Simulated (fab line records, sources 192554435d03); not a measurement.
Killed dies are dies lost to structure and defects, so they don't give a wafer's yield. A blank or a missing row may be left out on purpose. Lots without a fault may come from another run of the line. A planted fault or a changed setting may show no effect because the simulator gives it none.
Chamber matching | flow n5_finfet | N5_HKMG_FIN_ALD_91 on ald_metal-03: 4 sister chambers
The step deposits TiN, target thk 1 nm, pulse time 1 s, purge time 3 s. 4 wafers are shown with their chamber, then 7 later ones without.

WAFERS WITH THEIR CHAMBER
wafer  | chamber | heater_power_w (W)
L157.4 | 2       | 923
L157.6 | 0       | 815
L158.3 | 1       | 891
L158.4 | 3       | 860

WAFERS WITHOUT THEIR CHAMBER
wafer  | heater_power_w (W)
L158.5 | 860
L160.1 | 901
L160.2 | 842
L160.5 | 827
L162.1 | 852
L162.3 | 840
L162.5 | 907

WHICH CHAMBER EACH WENT THROUGH
wafer  | from the rows above     | in truth
L158.5 | 3                       | 3
L160.1 | can't be placed: 1 or 2 | 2
L160.2 | can't be placed: 3 or 0 | 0
L160.5 | can't be placed: 0 or 3 | 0
L162.1 | 3                       | 3
L162.3 | can't be placed: 3 or 0 | 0
L162.5 | can't be placed: 1 or 2 | 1
Placed correctly: 2 of 7. Can't be placed from these rows: 5 (the true chamber is among the candidates in 5). Placed wrongly: 0.
How it was worked out, from the rows above alone: a wafer's distance from a chamber is the root of the sum, over the readings, of the square of ((its reading less the chamber's mean) divided by the reading's scatter). The wafer belongs to the nearest chamber; if the next one is less than 2 further off, it can't be placed. A chamber's mean is the mean of its shown wafers. The scatter: with one shown wafer a chamber, the root of the mean of the squares of how far each hidden wafer lies from its nearest shown one.
